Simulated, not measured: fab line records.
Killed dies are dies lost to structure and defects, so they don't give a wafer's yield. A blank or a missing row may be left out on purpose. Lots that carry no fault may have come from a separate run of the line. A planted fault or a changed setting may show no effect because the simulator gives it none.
Split-lot experiment    flow n5 finfet    on a route of 1938 steps: 7 lots, 21 wafers read

THE SPLIT
At N5_BEOL_M4_ETCH_64 (etches SOC in N2/H2, target depth 75 nm, overetch 22.5 nm, time 121.9 s), the setting time s was moved away from the recipe's 121.9 s on 3 of the 21 wafers read, by -16.2% to +21.4%. This setting was run at the recipe's value on the other wafers.

The reading comes from the split's own step.

THE READING
SiARC_of_BEOL_M4_COAT_62.thk nm (the simulator's own value, which no gauge read), in nm, at N5_BEOL_M4_ETCH_64 (etches SOC in N2/H2, target depth 75 nm, overetch 22.5 nm, time 121.9 s). There is no usual value for it anywhere in the file. Here, 18 wafers ran the recipe; their average is 6.3 nm with a standard deviation of 0.13 nm.

wafer   tool, chamber at the split  time s as run, s  against the recipe  SiARC_of_BEOL_M4_COAT_62.thk nm, nm  against lot-mates on the recipe
L076.2  rie diel-02, 1,2,1          121.9             recipe              6.4                                  -
L076.4  rie diel-02, 1,2,1          121.9             recipe              6.4                                  -
L076.5  rie diel-02, 1,2,1          121.9             recipe              6.4                                  -
L079.1  rie diel-05, 0,1            121.9             recipe              6.4                                  -
L079.4  rie diel-05, 0,1            121.9             recipe              6.4                                  -
L079.2  rie diel-05, 3              102.2             -16.2%              7.2                                  +0.8
L083.3  rie diel-05, 0,1,2          121.9             recipe              6.4                                  -
L083.4  rie diel-05, 0,1,2          121.9             recipe              6.4                                  -
L083.5  rie diel-05, 0,1,2          121.9             recipe              6.4                                  -
L088.1  rie diel-02, 2              121.9             recipe              6.2                                  -
L088.5  rie diel-02, 2              121.9             recipe              6.2                                  -
L088.4  rie diel-02, 0              121.9             recipe              6                                    -
L089.1  rie diel-02, 3,0            121.9             recipe              6.2                                  -
L089.4  rie diel-02, 3,0            121.9             recipe              6.2                                  -
L089.2  rie diel-02, 1              143               +17.3%              5.4                                  -0.8
L090.1  rie diel-02, 2              148               +21.4%              5                                    -1.1
L090.2  rie diel-02, 3              121.9             recipe              6.2                                  -
L090.5  rie diel-02, 0              121.9             recipe              6                                    -
L092.1  rie diel-02, 1,2,3          121.9             recipe              6.2                                  -
L092.3  rie diel-02, 1,2,3          121.9             recipe              6.2                                  -
L092.4  rie diel-02, 1,2,3          121.9             recipe              6.2                                  -
If several chambers appear in one row, that row covers several wafers at once and the file leaves open which wafer was in which chamber.

FIT RESULTS
A straight line over all 21 wafers: SiARC_of_BEOL_M4_COAT_62.thk nm changes by -0.0562 nm for each +1% of time s; r = -0.95; the points scatter about the line by 0.13 nm.
The same after taking each lot's own level away (the mean of its wafers on the recipe; 21 wafers): -0.0494 nm for each +1%; r = -0.99; scatter 0.052 nm.
The reading moves by 1.1 nm for the largest change in time s, on that fit.
From 6.10 to 6.40 nm: that is the span of the lots' own levels, equal to 2.3 times the standard deviation above.
Hence the slope depends on the lot-to-lot level, as the two fits are not the same.
Check: -1.02 nm against its lot-mates is what the line predicts for one of the wafers moved furthest among these (+21.4%) when that wafer is left out of the fit. It came out at -1.1 nm against them.

THE OTHER SPLITS THESE WAFERS WENT THROUGH
Before the reading, these wafers also passed through other splits. Each is held against what the fit with the lots' levels taken away leaves over:
other split on the same wafers  wafers away from the commonest value  r with SiARC_of_BEOL_M4_COAT_62.thk nm (lot level and that fit taken away)
N5_BEOL_M3_EXPOSE_08 dose mj    6                                     +0.11

THE WHOLE CHAIN: every reading that the file lists as answering this split, in the file's order
step                   what it does                                                             reading                                                                           change (the file's fit)                                                               r (the file's)
N5_BEOL_M4_ETCH_64     etches SOC in N2/H2, target depth 75 nm, overetch 22.5 nm, time 121.9 s  SiARC_of_BEOL_M4_COAT_62.thk nm (the simulator's own value, which no gauge read)  -0.0494 nm for each +1% of the setting                                                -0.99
N5_BEOL_M4_HM_OPEN_17  chemistry Cl2/BCl3, target TiN, target depth 20 nm, overetch 6 nm        etch.depth nm (the simulator's own value, which no gauge read)                    not straight: 20.19 at the lowest setting, 20.17 at the recipe, 17.29 at the highest  not given

FILE'S OWN FIT
SiARC_of_BEOL_M4_COAT_62.thk nm changes by -0.0494 nm for each +1% of time s, r = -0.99.
